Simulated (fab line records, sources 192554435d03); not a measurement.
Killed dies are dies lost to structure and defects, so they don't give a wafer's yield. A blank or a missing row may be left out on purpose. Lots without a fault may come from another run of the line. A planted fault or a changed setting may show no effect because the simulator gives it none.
Which tool did it? | flow n5_finfet | 13 lots, 39 wafers sampled, at 3 steps of a route of 1938

WHAT THE GAUGES READ, wafer by wafer
The record holds no reading of a measuring or inspecting step that can be judged against a usual standard deviation.

WHICH TOOL RAN EACH LOT (tool, then ch and the chambers of the sampled wafers, then the start)
lot  | N5_BEOL_M13_TRENCH_ETCH_34         | N5_PASSIVATION_DEGAS_18      | N5_PASSIVATION_PROBE_49
L201 | rie_diel-04 ch 1,2,3, day 10 14:30 | pvd_sputter-03, day 11 10:17 | -
L200 | rie_diel-03 ch 1,2,3, day 11 06:19 | pvd_sputter-02, day 12 04:16 | -
L202 | rie_diel-01 ch 0,1,2, day 11 08:40 | pvd_sputter-03, day 12 04:47 | -
L205 | rie_diel-03 ch 1,2,3, day 11 19:50 | pvd_sputter-01, day 12 14:02 | -
L209 | rie_diel-01 ch 1,2, day 12 20:22   | pvd_sputter-01, day 13 19:47 | prober-02, day 14 01:32
L213 | rie_diel-03 ch 1,3, day 14 15:49   | pvd_sputter-02, day 15 18:52 | prober-02, day 16 00:31
L214 | rie_diel-04 ch 0,1,3, day 14 22:46 | pvd_sputter-01, day 16 00:39 | prober-02, day 16 06:44
L219 | rie_diel-03 ch 1,2,3, day 15 20:27 | pvd_sputter-02, day 17 00:16 | prober-01, day 17 06:01
L220 | rie_diel-04 ch 0,2, day 15 21:11   | pvd_sputter-02, day 17 01:02 | prober-02, day 17 06:42
L218 | rie_diel-01 ch 1,2, day 15 22:55   | pvd_sputter-01, day 17 05:25 | -
L221 | rie_diel-03 ch 0,2,3, day 16 01:21 | pvd_sputter-03, day 17 05:03 | prober-02, day 17 10:56
L222 | rie_diel-01 ch 0,1, day 16 15:59   | pvd_sputter-03, day 17 14:20 | prober-02, day 17 20:17
L223 | rie_diel-01 ch 1,2,3, day 17 10:17 | pvd_sputter-02, day 18 11:41 | -
- N5_BEOL_M13_TRENCH_ETCH_34: etches SiOC in C4F8/O2/Ar, target depth 413.47 nm, time 162.6 s.
- N5_PASSIVATION_DEGAS_18: time 60 s.
- N5_PASSIVATION_PROBE_49

WHAT THE TOOLS THEMSELVES READ (means of the sampled wafers that have a number; where no wafer has one, the mark that the record gives instead)
N5_BEOL_M13_TRENCH_ETCH_34.
lot  | tool        | drypump_motor_current_A (A) | he_outer_torr (Torr) | oes_product_au (a.u.) | rf_vpp_V (V) | showerhead_plenum_p_Torr (Torr) | throttle_valve_pct (%)
L201 | rie_diel-04 | 5.7                         | 30.01                | 0.77                  | 662          | 3.30                            | 23.96
L200 | rie_diel-03 | 5.7                         | 30.04                | 0.83                  | 666          | 3.44                            | 24.16
L202 | rie_diel-01 | 5.3                         | 29.98                | 0.83                  | 663          | 3.33                            | 24.02
L205 | rie_diel-03 | 5.7                         | 30.06                | 0.82                  | 668          | 3.44                            | 24.17
L209 | rie_diel-01 | 5.6                         | 29.96                | 0.79                  | 662          | 3.31                            | 24.05
L213 | rie_diel-03 | 5.9                         | 30.00                | 0.91                  | 664          | 3.40                            | 24.21
L214 | rie_diel-04 | 5.6                         | 29.95                | 0.76                  | 660          | 3.24                            | 24.04
L219 | rie_diel-03 | 5.7                         | 29.99                | 0.86                  | 665          | 3.43                            | 24.11
L220 | rie_diel-04 | 6.1                         | 30.08                | 0.84                  | 666          | 3.42                            | 23.97
L218 | rie_diel-01 | 5.6                         | 30.02                | 0.76                  | 661          | 3.30                            | 24.07
L221 | rie_diel-03 | 5.6                         | 29.99                | 0.88                  | 665          | 3.37                            | 23.85
L222 | rie_diel-01 | 5.5                         | 30.01                | 0.79                  | 663          | 3.33                            | 24.03
L223 | rie_diel-01 | 5.5                         | 30.00                | 0.74                  | 663          | 3.37                            | 24.11

N5_PASSIVATION_DEGAS_18.
lot  | tool           | heater_power_w (W)
L201 | pvd_sputter-03 | 492
L200 | pvd_sputter-02 | 486
L202 | pvd_sputter-03 | 465
L205 | pvd_sputter-01 | 485
L209 | pvd_sputter-01 | 492
L213 | pvd_sputter-02 | 479
L214 | pvd_sputter-01 | 488
L219 | pvd_sputter-02 | 489
L220 | pvd_sputter-02 | 491
L218 | pvd_sputter-01 | 498
L221 | pvd_sputter-03 | 489
L222 | pvd_sputter-03 | 504
L223 | pvd_sputter-02 | 472

N5_PASSIVATION_PROBE_49.
lot  | tool      | defect_limited_yield (%) | killed_at_M0_to_M3 | killed_at_M4_up | killed_at_contacts | killed_at_front_end | killed_at_other | killed_dies | killed_open | killed_short | sort_bin_5_function (%) | sort_bin_6_memory (%) | sort_bin_8_speed (%) | sort_n_pass | sort_yield_pct (%)
L209 | prober-02 | 88.3                     | 35                 | 60              | 11                 | 30                  | 1               | 138         | 66          | 26           | 6.7                     | 3.6                   | 0.00                 | 1042        | 88.3
L213 | prober-02 | 90.5                     | 26                 | 17              | 17                 | 47                  | 5               | 112         | 76          | 36           | 5.7                     | 3.5                   | 0.00                 | 1068        | 90.5
L214 | prober-02 | 89.6                     | 51                 | 21              | 10                 | 38                  | 3               | 123         | 77          | 46           | 5.9                     | 4.1                   | 0.00                 | 1057        | 89.6
L219 | prober-01 | 90.6                     | 30                 | 16              | 28                 | 35                  | 1               | 111         | 77          | 32           | 5.4                     | 3.7                   | 0.03                 | 1069        | 90.6
L220 | prober-02 | 92.6                     | 18                 | 20              | 16                 | 28                  | 5               | 87          | 59          | 27           | 4.6                     | 2.3                   | 0.00                 | 1093        | 92.6
L221 | prober-02 | 90.4                     | 31                 | 20              | 14                 | 47                  | 2               | 114         | 64          | 43           | 5.3                     | 3.6                   | 0.00                 | 1066        | 90.4
L222 | prober-02 | 89.4                     | 42                 | 15              | 20                 | 45                  | 4               | 126         | 77          | 46           | 5.9                     | 4.4                   | 0.00                 | 1054        | 89.4

THE ANSWER, worked out from the rows above alone
Rule: what is usual is taken from the lots themselves. Put in order of their means at a reading, lots are off if they are a third of the lots or fewer, leave a main group of 4 or more, and stand apart from it by a gap of 3 or more times the standard deviation of the main group's means; of several such gaps the widest counts. A main group whose means are all the same, to the digits that the tables above print for the reading, isn't used. A lot without any number at a reading at which 4 lots or more have one is off too. The other lots that the step has rows for count as sound. The gauges are gone through in route order, then the tools' own readings, and for those a lot's mean is taken as printed above. The first step at which some lot is off is used, and at that step the reading that is off furthest; a lot without a number counts as furthest.
Off: L209, at N5_PASSIVATION_PROBE_49 (killed_at_M4_up). The main group: mean 18, standard deviation 2.3. Neither off nor sound, because the step has no rows for them: L201, L200, L202, L205, L218, L223.
A tool fits if, at that step or a process step before it, it ran every lot that is off, and no sound lot after the first of them. None of those tried fits.

WHAT THE SIMULATOR HAD PUT IN
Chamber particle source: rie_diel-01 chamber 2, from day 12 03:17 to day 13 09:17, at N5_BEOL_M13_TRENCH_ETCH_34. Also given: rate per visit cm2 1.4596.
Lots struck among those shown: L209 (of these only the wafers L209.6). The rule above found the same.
